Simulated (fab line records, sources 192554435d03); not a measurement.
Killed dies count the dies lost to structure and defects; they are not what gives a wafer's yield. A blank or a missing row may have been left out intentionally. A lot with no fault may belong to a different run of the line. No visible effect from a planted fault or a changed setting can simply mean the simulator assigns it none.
8D (eight disciplines) problem report, filled in by code -- flow n5-finfet -- the parts of the form that need people (team, actions taken, sign-off) are left out

## 1. THE ISSUE
etch-rf-on-time-s at N5_FIN_SAQP_ETCH_57 reads a mean of 53.9 s on 2 wafers of 2 lots; wafers without a fault read 46.4 s with a standard deviation of 1.1. That is +6.8 standard deviations from the usual mean.
The step: etches SiNx in CH3F/O2, target depth 32.5 nm, time 46.4 s.
The first sign was on wafer L643.4 at day 5 00:16, on rie-diel-03. At this step, 22 wafers from 8 lots have a number in the record. Rule for "out", or "out of limits": more than 4 standard deviations from the usual mean. Any other wafer with a number is counted as sound.

## 2. WHAT IT IS; WHAT IT IS NOT
question,is,is not
which readings at this step,etch-rf-on-time-s,"drypump-motor-current-A, mfc-ar-sccm, oes_ar_750_au, oes_o_777_au, oes-product-au, rf-fwd-power-W, rf-vpp-V, showerhead-plenum-p-Torr, throttle-valve-pct"
which lots,"L643, L646","L634, L635, L636, L649, L650, L652"
which wafers of those lots,"L643.4, L646.4","L643.3, L646.3"
read on which tools,"rie-diel-02, rie-diel-03",rie-diel-04
when,from day 5 00:16,"up to then (10 sound wafers); but 10 sound wafers of L646, L649, L650, L652 came after"

## 3. SUSPECTS, AND WHAT RULES EACH OUT
Counting: a tool at a process step up to the reading stays a suspect if it ran every lot that is out. Sound lots after the first of them don't rule it out here, since some wafers of a struck lot are sound.
- pecvd-03 at N5_FIN_SAQP_PECVD_48 (deposits SiNx from SiH4/NH3/N2, target thk 25 nm, time 22.1 s): kept. Every lot that is out went through it, the first being L643 (day 4 21:11); the last sound lot it ran before that was L636 (day 3 02:56).
Left after counting: pecvd-03 at N5_FIN_SAQP_PECVD_48.

## 4. THE CAUSE (what the simulator had put in)
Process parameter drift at N5_FIN_SAQP_PECVD_48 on pecvd-03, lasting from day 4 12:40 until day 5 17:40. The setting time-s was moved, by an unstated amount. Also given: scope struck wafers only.
This tool alone remained once counting was done.

## 5. THE EFFECT CHAIN, in route order
One row per reading whose mean, taken over the struck wafers that have a number, lies over 3 standard deviations from the usual. Only readings whose record carries a usual standard deviation are examined. hours: median over the lots of the time between each lot's start at the first step of this table that gives one and its start at this step. sigmas: the change, counted in usual standard deviations.
hours,step,reading,usual,on struck wafers,change,sigmas
0,N5_FIN_SAQP_ETCH_57,etch-rf-on-time-s,46.4 s,53.9,+7.5,+6.8
The process steps in it:
- N5_FIN_SAQP_ETCH_57: etches SiNx in CH3F/O2, target depth 32.5 nm, time 46.4 s.
At these later measuring or inspecting steps, every struck wafer for which the step has a row has a number for every such reading, and none has moved that far: N5_BEOL_M4_RC_MEAS_101.

## 6. HOW IT WOULD HAVE BEEN CAUGHT EARLIER
First out-of-limits reading in this record: day 5 00:16, which is 12 hours after fault onset at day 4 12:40.
Tool readings at N5_FIN_SAQP_PECVD_48 with a usual standard deviation given in the record: none out on any struck wafer, hence no alarm at a limit of 4 standard deviations on them.
L646, from the lots that are out (2), started N5_FIN_SAQP_PECVD_48 on pecvd-03 later than day 5 00:16. A hold on the tool at that time would have spared it.
